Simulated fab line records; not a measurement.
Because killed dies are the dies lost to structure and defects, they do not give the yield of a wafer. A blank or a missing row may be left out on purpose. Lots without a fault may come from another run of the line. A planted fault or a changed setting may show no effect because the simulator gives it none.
Which tool did it? || flow n5_finfet || 9 lots with 27 wafers sampled at 5 steps, on a route of 1938 steps

== WHAT THE GAUGES SHOWED, per wafer ==
N5_BEOL_M4_RC_MEAS_101. Usual: DIBL_N 36.3 mV/V, standard deviation 2.2; DIBL_P 36.0 mV/V, standard deviation 2.4; IOFF_N 0.16 nA/um, standard deviation 0.042; IOFF_P 0.22 nA/um, standard deviation 0.041; ION_N 672 uA/um, standard deviation 14; ION_P 462 uA/um, standard deviation 7.9; SS_N 71.7 mV/dec, standard deviation 0.76; SS_P 73.3 mV/dec, standard deviation 0.72; VT_N 250 mV, standard deviation 3.6; VT_P -249 mV, standard deviation 3.
{"lot": "L319", "measured": "day 8 11:30", "on": "prober-02", "DIBL_N (mV/V)": "34.8 38.0 36.3", "DIBL_P (mV/V)": "35.2 37.8 36.1", "IOFF_N (nA/um)": "0.15 0.21 0.17", "IOFF_P (nA/um)": "0.20 0.26 0.22", "ION_N (uA/um)": "679 687 689", "ION_P (uA/um)": "465 464 465", "SS_N (mV/dec)": "70.7 72.2 71.3", "SS_P (mV/dec)": "72.5 74.1 73.2", "VT_N (mV)": "251 248 249", "VT_P (mV)": "-251 -249 -251", "flag": ""}
{"lot": "L320", "measured": "day 8 12:30", "on": "prober-01", "DIBL_N (mV/V)": "34.9 34.7 34.9", "DIBL_P (mV/V)": "34.5 34.2 34.7", "IOFF_N (nA/um)": "0.14 0.14 0.15", "IOFF_P (nA/um)": "0.20 0.20 0.20", "ION_N (uA/um)": "668 670 678", "ION_P (uA/um)": "463 463 467", "SS_N (mV/dec)": "72.2 71.0 71.4", "SS_P (mV/dec)": "73.3 73.2 73.4", "VT_N (mV)": "249 249 247", "VT_P (mV)": "-248 -250 -246", "flag": ""}
{"lot": "L321", "measured": "day 8 23:58", "on": "prober-02", "DIBL_N (mV/V)": "37.0 38.0 37.0", "DIBL_P (mV/V)": "38.2 38.6 37.7", "IOFF_N (nA/um)": "0.18 0.19 0.17", "IOFF_P (nA/um)": "0.25 0.25 0.24", "ION_N (uA/um)": "675 666 676", "ION_P (uA/um)": "465 454 470", "SS_N (mV/dec)": "72.0 72.3 72.0", "SS_P (mV/dec)": "74.1 73.6 73.1", "VT_N (mV)": "248 246 247", "VT_P (mV)": "-249 -251 -249", "flag": ""}
{"lot": "L322", "measured": "day 9 02:52", "on": "prober-02", "DIBL_N (mV/V)": "40.6 41.0 41.2", "DIBL_P (mV/V)": "39.6 40.1 40.5", "IOFF_N (nA/um)": "0.24 0.25 0.27", "IOFF_P (nA/um)": "0.30 0.30 0.32", "ION_N (uA/um)": "690 691 704", "ION_P (uA/um)": "475 469 477", "SS_N (mV/dec)": "71.8 72.7 72.2", "SS_P (mV/dec)": "74.6 74.5 74.6", "VT_N (mV)": "244 241 241", "VT_P (mV)": "-245 -244 -246", "flag": ""}
{"lot": "L328", "measured": "day 10 04:07", "on": "prober-01", "DIBL_N (mV/V)": "38.3 35.6 37.6", "DIBL_P (mV/V)": "37.9 33.7 35.8", "IOFF_N (nA/um)": "0.18 0.14 0.15", "IOFF_P (nA/um)": "0.26 0.19 0.23", "ION_N (uA/um)": "672 668 663", "ION_P (uA/um)": "471 458 464", "SS_N (mV/dec)": "72.0 71.0 72.1", "SS_P (mV/dec)": "73.9 72.3 73.1", "VT_N (mV)": "250 254 253", "VT_P (mV)": "-249 -252 -248", "flag": ""}
{"lot": "L330", "measured": "day 11 12:07", "on": "prober-02", "DIBL_N (mV/V)": "36.8 35.6 35.8", "DIBL_P (mV/V)": "36.9 35.2 34.2", "IOFF_N (nA/um)": "0.16 0.14 0.12", "IOFF_P (nA/um)": "0.25 0.22 0.20", "ION_N (uA/um)": "674 661 643", "ION_P (uA/um)": "469 463 445", "SS_N (mV/dec)": "72.6 71.7 72.1", "SS_P (mV/dec)": "73.8 73.7 73.2", "VT_N (mV)": "249 252 255", "VT_P (mV)": "-247 -248 -250", "flag": ""}
{"lot": "L335", "measured": "day 13 06:53", "on": "prober-01", "DIBL_N (mV/V)": "35.3 35.4 38.4", "DIBL_P (mV/V)": "33.0 32.8 37.0", "IOFF_N (nA/um)": "0.13 0.14 0.21", "IOFF_P (nA/um)": "0.18 0.19 0.25", "ION_N (uA/um)": "679 667 696", "ION_P (uA/um)": "469 457 479", "SS_N (mV/dec)": "70.9 71.1 71.5", "SS_P (mV/dec)": "73.2 73.2 73.8", "VT_N (mV)": "254 252 247", "VT_P (mV)": "-253 -255 -248", "flag": ""}
{"lot": "L337", "measured": "day 14 04:23", "on": "prober-02", "DIBL_N (mV/V)": "36.8 36.5 36.3", "DIBL_P (mV/V)": "37.1 38.0 37.4", "IOFF_N (nA/um)": "0.18 0.20 0.18", "IOFF_P (nA/um)": "0.24 0.26 0.23", "ION_N (uA/um)": "679 706 692", "ION_P (uA/um)": "464 483 467", "SS_N (mV/dec)": "72.0 71.7 71.8", "SS_P (mV/dec)": "73.5 73.3 73.1", "VT_N (mV)": "247 243 248", "VT_P (mV)": "-248 -245 -246", "flag": ""}
{"lot": "L338", "measured": "day 15 06:28", "on": "prober-01", "DIBL_N (mV/V)": "33.2 34.1 33.4", "DIBL_P (mV/V)": "34.8 35.7 34.9", "IOFF_N (nA/um)": "0.14 0.15 0.14", "IOFF_P (nA/um)": "0.19 0.19 0.20", "ION_N (uA/um)": "674 685 672", "ION_P (uA/um)": "468 470 465", "SS_N (mV/dec)": "70.5 71.1 71.2", "SS_P (mV/dec)": "72.9 72.8 72.7", "VT_N (mV)": "251 249 250", "VT_P (mV)": "-251 -251 -250", "flag": ""}

== EACH LOT AND THE TOOL THAT RAN IT (in order: tool; ch and the chambers of the sampled wafers; start) ==
{"lot": "L319", "N5_BEOL_M2_PRE_CLEAN_60": "cvd_co-02 ch 1,2, day 7 10:59", "N5_BEOL_M3_ETCH_74": "rie_diel-02 ch 2,3, day 7 12:40", "N5_BEOL_M3_ETCH_63": "rie_diel-02 ch 2,3, day 7 12:41", "N5_BEOL_M3_STRIP_19": "rie_diel-04 ch 0,2,3, day 7 13:02"}
{"lot": "L320", "N5_BEOL_M2_PRE_CLEAN_60": "cvd_co-02 ch 0,1,2, day 7 12:50", "N5_BEOL_M3_ETCH_74": "rie_diel-06 ch 1,2, day 7 13:52", "N5_BEOL_M3_ETCH_63": "rie_diel-06 ch 1,2, day 7 13:53", "N5_BEOL_M3_STRIP_19": "rie_diel-04 ch 0,1, day 7 14:22"}
{"lot": "L321", "N5_BEOL_M2_PRE_CLEAN_60": "cvd_co-02 ch 0,2, day 8 02:17", "N5_BEOL_M3_ETCH_74": "rie_diel-02 ch 1,3, day 8 03:32", "N5_BEOL_M3_ETCH_63": "rie_diel-02 ch 1,3, day 8 03:33", "N5_BEOL_M3_STRIP_19": "rie_diel-02 ch 0,1,2, day 8 03:57"}
{"lot": "L322", "N5_BEOL_M2_PRE_CLEAN_60": "cvd_co-01 ch 0,1, day 8 04:18", "N5_BEOL_M3_ETCH_74": "rie_diel-06 ch 0,1,3, day 8 05:35", "N5_BEOL_M3_ETCH_63": "rie_diel-06 ch 0,1,3, day 8 05:37", "N5_BEOL_M3_STRIP_19": "rie_diel-06 ch 0,1,2, day 8 05:57"}
{"lot": "L328", "N5_BEOL_M2_PRE_CLEAN_60": "cvd_co-02 ch 0,1, day 9 08:53", "N5_BEOL_M3_ETCH_74": "rie_diel-06 ch 0,1, day 9 10:14", "N5_BEOL_M3_ETCH_63": "rie_diel-06 ch 0,1, day 9 10:15", "N5_BEOL_M3_STRIP_19": "rie_diel-06 ch 0,1, day 9 10:34"}
{"lot": "L330", "N5_BEOL_M2_PRE_CLEAN_60": "cvd_co-01 ch 0,1,2, day 10 19:48", "N5_BEOL_M3_ETCH_74": "rie_diel-06 ch 0,1,2, day 10 21:30", "N5_BEOL_M3_ETCH_63": "rie_diel-06 ch 0,1,2, day 10 21:31", "N5_BEOL_M3_STRIP_19": "rie_diel-06 ch 0,2,3, day 10 21:49"}
{"lot": "L335", "N5_BEOL_M2_PRE_CLEAN_60": "cvd_co-02 ch 0,1, day 11 06:50", "N5_BEOL_M3_ETCH_74": "rie_diel-04 ch 0,1,2, day 11 09:40", "N5_BEOL_M3_ETCH_63": "rie_diel-04 ch 0,1,2, day 11 09:41", "N5_BEOL_M3_STRIP_19": "rie_diel-04 ch 1,2,3, day 11 10:07"}
{"lot": "L337", "N5_BEOL_M2_PRE_CLEAN_60": "cvd_co-01 ch 0,1,2, day 12 18:59", "N5_BEOL_M3_ETCH_74": "rie_diel-02 ch 2,3, day 12 21:29", "N5_BEOL_M3_ETCH_63": "rie_diel-02 ch 2,3, day 12 21:30", "N5_BEOL_M3_STRIP_19": "rie_diel-02 ch 0,1,3, day 12 21:50"}
{"lot": "L338", "N5_BEOL_M2_PRE_CLEAN_60": "cvd_co-01 ch 0,1,2, day 14 02:16", "N5_BEOL_M3_ETCH_74": "rie_diel-02 ch 2,3, day 14 03:57", "N5_BEOL_M3_ETCH_63": "rie_diel-02 ch 2,3, day 14 03:58", "N5_BEOL_M3_STRIP_19": "rie_diel-02 ch 0,1,2, day 14 04:16"}
- N5_BEOL_M2_PRE_CLEAN_60: time 15 s.
- N5_BEOL_M3_ETCH_74: etches underlayer in N2/H2, target depth 6.5 nm, time 5.2 s.
- N5_BEOL_M3_ETCH_63: etches SiARC in CF4, target depth 15.6 nm, time 26 s.
- N5_BEOL_M3_STRIP_19: strips in O2.

== WHAT THE TOOLS THEMSELVES READ (means of the sampled wafers that have a number; where no wafer has one, the mark that the record gives instead) ==
N5_BEOL_M2_PRE_CLEAN_60. Usual: heater_power_outer_w 16 W, standard deviation 3.8; heater_power_w 81 W, standard deviation 4.5.
{"lot": "L319", "tool": "cvd_co-02", "heater_power_outer_w (W)": 13, "heater_power_w (W)": 77, "flag": ""}
{"lot": "L320", "tool": "cvd_co-02", "heater_power_outer_w (W)": 15, "heater_power_w (W)": 79, "flag": ""}
{"lot": "L321", "tool": "cvd_co-02", "heater_power_outer_w (W)": 15, "heater_power_w (W)": 79, "flag": ""}
{"lot": "L322", "tool": "cvd_co-01", "heater_power_outer_w (W)": 19, "heater_power_w (W)": 84, "flag": ""}
{"lot": "L328", "tool": "cvd_co-02", "heater_power_outer_w (W)": 18, "heater_power_w (W)": 83, "flag": ""}
{"lot": "L330", "tool": "cvd_co-01", "heater_power_outer_w (W)": 17, "heater_power_w (W)": 81, "flag": ""}
{"lot": "L335", "tool": "cvd_co-02", "heater_power_outer_w (W)": 15, "heater_power_w (W)": 82, "flag": ""}
{"lot": "L337", "tool": "cvd_co-01", "heater_power_outer_w (W)": 17, "heater_power_w (W)": 81, "flag": ""}
{"lot": "L338", "tool": "cvd_co-01", "heater_power_outer_w (W)": 17, "heater_power_w (W)": 82, "flag": ""}

N5_BEOL_M3_ETCH_74. Usual: for chamber_pressure_mTorr, 30.00 mTorr with a standard deviation of 0.039; for drypump_motor_current_A, 5.5 A with a standard deviation of 0.48; for etch_rf_on_time_s, 5.21 s with a standard deviation of 0.12; for oes_product_au, 0.66 a.u. with a standard deviation of 0.065; for rf_vpp_V, 524.4 V with a standard deviation of 2; for showerhead_plenum_p_Torr, 2.56 Torr with a standard deviation of 0.059; for throttle_valve_pct, 17.94 % with a standard deviation of 0.18.
{"lot": "L319", "tool": "rie_diel-02", "chamber_pressure_mTorr (mTorr)": 30.05, "drypump_motor_current_A (A)": 5.9, "etch_rf_on_time_s (s)": 5.24, "oes_product_au (a.u.)": 0.78, "rf_vpp_V (V)": 526.8, "showerhead_plenum_p_Torr (Torr)": 2.62, "throttle_valve_pct (%)": 17.74, "flag": ""}
{"lot": "L320", "tool": "rie_diel-06", "chamber_pressure_mTorr (mTorr)": 30.02, "drypump_motor_current_A (A)": 5.7, "etch_rf_on_time_s (s)": 5.13, "oes_product_au (a.u.)": 0.65, "rf_vpp_V (V)": 524.1, "showerhead_plenum_p_Torr (Torr)": 2.57, "throttle_valve_pct (%)": 18.13, "flag": ""}
{"lot": "L321", "tool": "rie_diel-02", "chamber_pressure_mTorr (mTorr)": 30.01, "drypump_motor_current_A (A)": 5.2, "etch_rf_on_time_s (s)": 5.32, "oes_product_au (a.u.)": 0.65, "rf_vpp_V (V)": 525.6, "showerhead_plenum_p_Torr (Torr)": 2.63, "throttle_valve_pct (%)": 17.84, "flag": ""}
{"lot": "L322", "tool": "rie_diel-06", "chamber_pressure_mTorr (mTorr)": 29.98, "drypump_motor_current_A (A)": 5.6, "etch_rf_on_time_s (s)": 5.11, "oes_product_au (a.u.)": 0.68, "rf_vpp_V (V)": 522.1, "showerhead_plenum_p_Torr (Torr)": 2.56, "throttle_valve_pct (%)": 17.85, "flag": ""}
{"lot": "L328", "tool": "rie_diel-06", "chamber_pressure_mTorr (mTorr)": 30.03, "drypump_motor_current_A (A)": 5.3, "etch_rf_on_time_s (s)": 4.77, "oes_product_au (a.u.)": 0.66, "rf_vpp_V (V)": 523.4, "showerhead_plenum_p_Torr (Torr)": 2.59, "throttle_valve_pct (%)": 17.96, "flag": "OFF"}
{"lot": "L330", "tool": "rie_diel-06", "chamber_pressure_mTorr (mTorr)": 30.02, "drypump_motor_current_A (A)": 5.4, "etch_rf_on_time_s (s)": 4.40, "oes_product_au (a.u.)": 0.69, "rf_vpp_V (V)": 524.4, "showerhead_plenum_p_Torr (Torr)": 2.56, "throttle_valve_pct (%)": 18.02, "flag": "OFF"}
{"lot": "L335", "tool": "rie_diel-04", "chamber_pressure_mTorr (mTorr)": 30.02, "drypump_motor_current_A (A)": 5.4, "etch_rf_on_time_s (s)": 5.09, "oes_product_au (a.u.)": 0.67, "rf_vpp_V (V)": 523.3, "showerhead_plenum_p_Torr (Torr)": 2.55, "throttle_valve_pct (%)": 17.87, "flag": ""}
{"lot": "L337", "tool": "rie_diel-02", "chamber_pressure_mTorr (mTorr)": 30.00, "drypump_motor_current_A (A)": 5.4, "etch_rf_on_time_s (s)": 5.28, "oes_product_au (a.u.)": 0.66, "rf_vpp_V (V)": 524.5, "showerhead_plenum_p_Torr (Torr)": 2.63, "throttle_valve_pct (%)": 17.85, "flag": ""}
{"lot": "L338", "tool": "rie_diel-02", "chamber_pressure_mTorr (mTorr)": 29.98, "drypump_motor_current_A (A)": 5.4, "etch_rf_on_time_s (s)": 5.23, "oes_product_au (a.u.)": 0.66, "rf_vpp_V (V)": 525.9, "showerhead_plenum_p_Torr (Torr)": 2.63, "throttle_valve_pct (%)": 17.84, "flag": ""}

N5_BEOL_M3_ETCH_63. Usual: for chamber_pressure_mTorr, 39.99 mTorr with a standard deviation of 0.034; for drypump_motor_current_A, 5.5 A with a standard deviation of 0.47; for etch_rf_on_time_s, 26.1 s with a standard deviation of 0.58; for oes_product_au, 0.66 a.u. with a standard deviation of 0.065; for rf_vpp_V, 184.2 V with a standard deviation of 1; for showerhead_plenum_p_Torr, 2.16 Torr with a standard deviation of 0.047; for throttle_valve_pct, 15.65 % with a standard deviation of 0.17.
{"lot": "L319", "tool": "rie_diel-02", "chamber_pressure_mTorr (mTorr)": 39.99, "drypump_motor_current_A (A)": 5.9, "etch_rf_on_time_s (s)": 26.3, "oes_product_au (a.u.)": 0.78, "rf_vpp_V (V)": 185.3, "showerhead_plenum_p_Torr (Torr)": 2.21, "throttle_valve_pct (%)": 15.48, "flag": ""}
{"lot": "L320", "tool": "rie_diel-06", "chamber_pressure_mTorr (mTorr)": 39.99, "drypump_motor_current_A (A)": 5.7, "etch_rf_on_time_s (s)": 25.7, "oes_product_au (a.u.)": 0.65, "rf_vpp_V (V)": 184.3, "showerhead_plenum_p_Torr (Torr)": 2.17, "throttle_valve_pct (%)": 15.84, "flag": ""}
{"lot": "L321", "tool": "rie_diel-02", "chamber_pressure_mTorr (mTorr)": 40.00, "drypump_motor_current_A (A)": 5.2, "etch_rf_on_time_s (s)": 26.4, "oes_product_au (a.u.)": 0.65, "rf_vpp_V (V)": 185.3, "showerhead_plenum_p_Torr (Torr)": 2.20, "throttle_valve_pct (%)": 15.49, "flag": ""}
{"lot": "L322", "tool": "rie_diel-06", "chamber_pressure_mTorr (mTorr)": 39.96, "drypump_motor_current_A (A)": 5.6, "etch_rf_on_time_s (s)": 25.7, "oes_product_au (a.u.)": 0.69, "rf_vpp_V (V)": 183.8, "showerhead_plenum_p_Torr (Torr)": 2.15, "throttle_valve_pct (%)": 15.55, "flag": ""}
{"lot": "L328", "tool": "rie_diel-06", "chamber_pressure_mTorr (mTorr)": 40.02, "drypump_motor_current_A (A)": 5.3, "etch_rf_on_time_s (s)": 25.7, "oes_product_au (a.u.)": 0.62, "rf_vpp_V (V)": 183.5, "showerhead_plenum_p_Torr (Torr)": 2.19, "throttle_valve_pct (%)": 15.75, "flag": ""}
{"lot": "L330", "tool": "rie_diel-06", "chamber_pressure_mTorr (mTorr)": 40.01, "drypump_motor_current_A (A)": 5.4, "etch_rf_on_time_s (s)": 26.2, "oes_product_au (a.u.)": 0.61, "rf_vpp_V (V)": 184.7, "showerhead_plenum_p_Torr (Torr)": 2.16, "throttle_valve_pct (%)": 15.76, "flag": ""}
{"lot": "L335", "tool": "rie_diel-04", "chamber_pressure_mTorr (mTorr)": 40.00, "drypump_motor_current_A (A)": 5.4, "etch_rf_on_time_s (s)": 25.7, "oes_product_au (a.u.)": 0.67, "rf_vpp_V (V)": 184.8, "showerhead_plenum_p_Torr (Torr)": 2.15, "throttle_valve_pct (%)": 15.67, "flag": ""}
{"lot": "L337", "tool": "rie_diel-02", "chamber_pressure_mTorr (mTorr)": 39.98, "drypump_motor_current_A (A)": 5.5, "etch_rf_on_time_s (s)": 26.3, "oes_product_au (a.u.)": 0.66, "rf_vpp_V (V)": 184.0, "showerhead_plenum_p_Torr (Torr)": 2.20, "throttle_valve_pct (%)": 15.54, "flag": ""}
{"lot": "L338", "tool": "rie_diel-02", "chamber_pressure_mTorr (mTorr)": 39.99, "drypump_motor_current_A (A)": 5.4, "etch_rf_on_time_s (s)": 26.4, "oes_product_au (a.u.)": 0.65, "rf_vpp_V (V)": 184.6, "showerhead_plenum_p_Torr (Torr)": 2.20, "throttle_valve_pct (%)": 15.55, "flag": ""}

N5_BEOL_M3_STRIP_19. Usual: for chamber_pressure_mTorr, 30.002 mTorr with a standard deviation of 0.027; for drypump_motor_current_A, 5.5 A with a standard deviation of 0.49; for o2_flow_sccm, 224.9 sccm with a standard deviation of 0.64; for oes_product_au, 0.78 a.u. with a standard deviation of 0.074; for rf_vpp_V, 3.6 V with a standard deviation of 0.55; for showerhead_plenum_p_Torr, 2.12 Torr with a standard deviation of 0.052; for throttle_valve_pct, 16.71 % with a standard deviation of 0.18.
{"lot": "L319", "tool": "rie_diel-04", "chamber_pressure_mTorr (mTorr)": 30.010, "drypump_motor_current_A (A)": 5.1, "o2_flow_sccm (sccm)": 224.5, "oes_product_au (a.u.)": 0.84, "rf_vpp_V (V)": 3.7, "showerhead_plenum_p_Torr (Torr)": 2.10, "throttle_valve_pct (%)": 16.67, "flag": ""}
{"lot": "L320", "tool": "rie_diel-04", "chamber_pressure_mTorr (mTorr)": 30.016, "drypump_motor_current_A (A)": 5.4, "o2_flow_sccm (sccm)": 224.9, "oes_product_au (a.u.)": 0.78, "rf_vpp_V (V)": 3.9, "showerhead_plenum_p_Torr (Torr)": 2.14, "throttle_valve_pct (%)": 16.60, "flag": ""}
{"lot": "L321", "tool": "rie_diel-02", "chamber_pressure_mTorr (mTorr)": 30.000, "drypump_motor_current_A (A)": 5.8, "o2_flow_sccm (sccm)": 224.8, "oes_product_au (a.u.)": 0.82, "rf_vpp_V (V)": 3.7, "showerhead_plenum_p_Torr (Torr)": 2.11, "throttle_valve_pct (%)": 16.69, "flag": ""}
{"lot": "L322", "tool": "rie_diel-06", "chamber_pressure_mTorr (mTorr)": 30.000, "drypump_motor_current_A (A)": 5.4, "o2_flow_sccm (sccm)": 225.3, "oes_product_au (a.u.)": 0.73, "rf_vpp_V (V)": 3.5, "showerhead_plenum_p_Torr (Torr)": 2.12, "throttle_valve_pct (%)": 16.79, "flag": ""}
{"lot": "L328", "tool": "rie_diel-06", "chamber_pressure_mTorr (mTorr)": 29.991, "drypump_motor_current_A (A)": 5.3, "o2_flow_sccm (sccm)": 224.9, "oes_product_au (a.u.)": 0.72, "rf_vpp_V (V)": 4.1, "showerhead_plenum_p_Torr (Torr)": 2.14, "throttle_valve_pct (%)": 16.75, "flag": ""}
{"lot": "L330", "tool": "rie_diel-06", "chamber_pressure_mTorr (mTorr)": 29.991, "drypump_motor_current_A (A)": 5.6, "o2_flow_sccm (sccm)": 224.9, "oes_product_au (a.u.)": 0.78, "rf_vpp_V (V)": 4.1, "showerhead_plenum_p_Torr (Torr)": 2.07, "throttle_valve_pct (%)": 16.66, "flag": ""}
{"lot": "L335", "tool": "rie_diel-04", "chamber_pressure_mTorr (mTorr)": 29.998, "drypump_motor_current_A (A)": 5.5, "o2_flow_sccm (sccm)": 224.9, "oes_product_au (a.u.)": 0.79, "rf_vpp_V (V)": 3.4, "showerhead_plenum_p_Torr (Torr)": 2.12, "throttle_valve_pct (%)": 16.74, "flag": ""}
{"lot": "L337", "tool": "rie_diel-02", "chamber_pressure_mTorr (mTorr)": 29.978, "drypump_motor_current_A (A)": 5.3, "o2_flow_sccm (sccm)": 225.1, "oes_product_au (a.u.)": 0.72, "rf_vpp_V (V)": 4.0, "showerhead_plenum_p_Torr (Torr)": 2.11, "throttle_valve_pct (%)": 16.76, "flag": ""}
{"lot": "L338", "tool": "rie_diel-02", "chamber_pressure_mTorr (mTorr)": 30.003, "drypump_motor_current_A (A)": 5.8, "o2_flow_sccm (sccm)": 225.0, "oes_product_au (a.u.)": 0.77, "rf_vpp_V (V)": 3.9, "showerhead_plenum_p_Torr (Torr)": 2.10, "throttle_valve_pct (%)": 16.77, "flag": ""}

== THE ANSWER, worked out from the rows above alone ==
Rule: lot off if the mean of its wafers having a number is beyond 3 standard deviations from the usual mean. A lot without any number at a reading at which 4 lots or more have one is off too. All remaining lots with rows at the step are treated as sound. After the gauges, taken in route order, come the tools' own readings; for these a lot's mean is taken, as printed above. The first step at which some lot is off is used, and at that step the reading that is off furthest; a lot without a number counts as furthest.
Off at N5_BEOL_M3_ETCH_74 (etch_rf_on_time_s): L328, L330.
A tool fits if, at that step or a process step before it, it ran every lot that is off, and no sound lot after the first of them. One fits: rie_diel-06 at N5_BEOL_M3_ETCH_74. Its last sound lot is L322 (day 8 05:35), its first lot that is off L328 (day 9 10:14): a fault that began between those two fits.
On the lots that are off, the tool's own readings at N5_BEOL_M3_ETCH_74 differ by more than 5 times the standard deviation of the sound lots' means, which bears it out; etch_rf_on_time_s reads 4.58 s there versus 5.20 s on the sound lots.

== WHAT HAD BEEN PUT IN BY THE SIMULATOR ==
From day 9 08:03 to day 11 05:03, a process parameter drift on rie_diel-06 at N5_BEOL_M3_ETCH_74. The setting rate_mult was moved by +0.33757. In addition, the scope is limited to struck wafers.
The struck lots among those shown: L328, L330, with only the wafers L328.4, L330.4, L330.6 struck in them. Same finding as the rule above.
